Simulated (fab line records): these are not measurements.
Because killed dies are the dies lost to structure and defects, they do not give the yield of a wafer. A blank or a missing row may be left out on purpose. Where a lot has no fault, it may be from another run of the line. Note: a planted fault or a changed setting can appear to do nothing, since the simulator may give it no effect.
A struck lot beside a sound one | flow n5Finfet | 16 steps out of a route of 1938
Sound: wafers L101.1, L101.3, L101.6. Struck: wafers L109.1, L109.3, L109.5. The cause is given at the end.
Each step with rows lists, per side, the tool, then ch with its chambers, then its first start. Under that, the readings that differ: sound wafers | struck wafers | difference of the means | sigmas: that difference in standard deviations of wafers without a fault.
alike: readings with means less than 2 such deviations apart, plus words and numbers identical on both sides. not compared: withheld readings, readings lacking a value on some wafer, bounds such as >300 that could conceal the same value, and numbers that have no deviation in the record and whose values overlap.
Wherever a step has rows on one side only, a row that says differs or no value, or a row with sigmas, the two part there. Numbers that have no deviation but don't overlap get no sigmas and don't part them. Lack of a reading on every wafer of one side parts them only where that side has two or more wafers.

first, 2 steps without rows for these wafers: N5_BEOL_M0_CUTY_PEB_55 (peb time 60 s); N5_BEOL_M0_CUTY_DEVELOP_56 (develop time 30 s).
N5_BEOL_M0_CUTY_CD_MEAS_57 targets a cd of 200 nm.
  sound on cdSem-01 ch 0, day 6 09:12; struck on cdSem-01 ch 0, day 8 09:56
  alike: cdNm
N5_BEOL_M0_CUTY_OVL_MEAS_58:
  sound on overlay-02 ch 0, day 6 09:14; struck on overlay-01 ch 0, day 8 09:58
  alike: M0_ABLK_OVL
N5_BEOL_M0_CUTY_INSPECT_59: inspects for defects (macro).
  sound: defectInspect-01 at day 6 09:15; struck: defectInspect-01 at day 8 10:00
  alike: rawDefectCount
N5_BEOL_M0_CUTY_DESCUM_61: chemistry O2, time 7.9 s.
  sound on rieDiel-02 ch 0,1,3, day 6 09:17; struck on rieDiel-04 ch 1,2,3, day 8 10:07
  alike: drypumpMotorCurrentA, oesProductAu, rfVppV, showerheadPlenumPTorr, tempC, throttleValvePct
  not compared: rfHoursCounterH
N5_BEOL_M0_CUTY_ETCH_62: etches SiARC in CF4, time 58.5 s.
  sound on rieDiel-02 ch 0,1,3, day 6 09:19; struck on rieDiel-04 ch 1,2,3, day 8 10:10
  alike: cf4FlowSccm, drypumpMotorCurrentA, etchRfOnTimeS, oesProductAu, rfVppV, showerheadPlenumPTorr, throttleValvePct
  not compared: rfHoursCounterH
N5_BEOL_M0_CUTY_ETCH_63: etches SOC in N2/H2, target depth 82.7 nm, overetch 16.5 nm, time 124 s.
  sound on rieDiel-02 ch 0,1,3, day 6 09:22; struck on rieDiel-04 ch 1,2,3, day 8 10:12
  alike: drypumpMotorCurrentA, oesProductAu, rfVppV, showerheadPlenumPTorr, tempC, throttleValvePct
  not compared: rfHoursCounterH
then, 1 step without rows for these wafers: N5_BEOL_M0_CUTY_STRIP_64 (strips in N2/H2).
N5_BEOL_M0_ETCH_138: etches SiCN in CH3F/O2, target depth 12 nm, time 31.6 s.
  sound on rieDiel-02 ch 0,1,3, day 6 09:29; struck on rieDiel-04 ch 1,2,3, day 8 10:20
  alike: drypumpMotorCurrentA, etchRfOnTimeS, oesProductAu, rfVppV, showerheadPlenumPTorr, throttleValvePct
  not compared: rfHoursCounterH
N5_BEOL_M0_HM_OPEN_105: chemistry Cl2/BCl3, target TiN, target depth 12 nm.
  sound on rieMetal-02 ch 1, day 6 10:04; struck on rieMetal-02 ch 0,1, day 8 14:20
  alike: drypumpMotorCurrentA, oesProductAu, throttleValvePct
  not compared: rfHoursCounterH
then, 1 step without rows for these wafers: N5_BEOL_M0_STRIP_140 (strips in CF4).
N5_BEOL_M0_STRIP_104: strips in N2/H2.
  sound on rieDiel-04 ch 0,2,3, day 6 10:15; struck on rieDiel-03 ch 1,2, day 8 14:40
reading    | sound             | struck            | difference | sigmas
powerW (W) | 450.2 451.0 449.2 | 376.1 375.0 377.2 | -74.0      | -62
  alike: drypumpMotorCurrentA, oesProductAu, rfVppV, showerheadPlenumPTorr, tempC, throttleValvePct
  not compared: rfHoursCounterH
then, 1 step without rows for these wafers: N5_BEOL_M0_WET_ETCH_106 (etches SiO2 in DHF, target depth 130 nm, rinse time 30 s).
-- here the record skips 2 days between the struck wafers' starts before and after, leaving off in module BEOL_M0 and picking up in module BEOL_M4 (first step shown: number 1111 of the route) --
N5_BEOL_M4_RC_MEAS_101:
  sound on prober-01 ch 0, day 8 10:32; struck on prober-02 ch 0, day 10 23:55
  alike: DIBL_N, DIBL_P, IOFF_N, IOFF_P, ION_N, ION_P, SS_N, SS_P, VT_N, VT_P
following that, these wafers have no rows for 1 step: N5_PASSIVATION_PROBE_49.

== WHERE THEY PART ==
Only at N5_BEOL_M0_STRIP_104, within this record. Later steps at which nothing parts them and some readings are alike: N5_BEOL_M4_RC_MEAS_101.

WHY: what the simulator had put in
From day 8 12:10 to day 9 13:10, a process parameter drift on rieDiel-03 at N5_BEOL_M0_STRIP_104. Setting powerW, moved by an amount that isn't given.
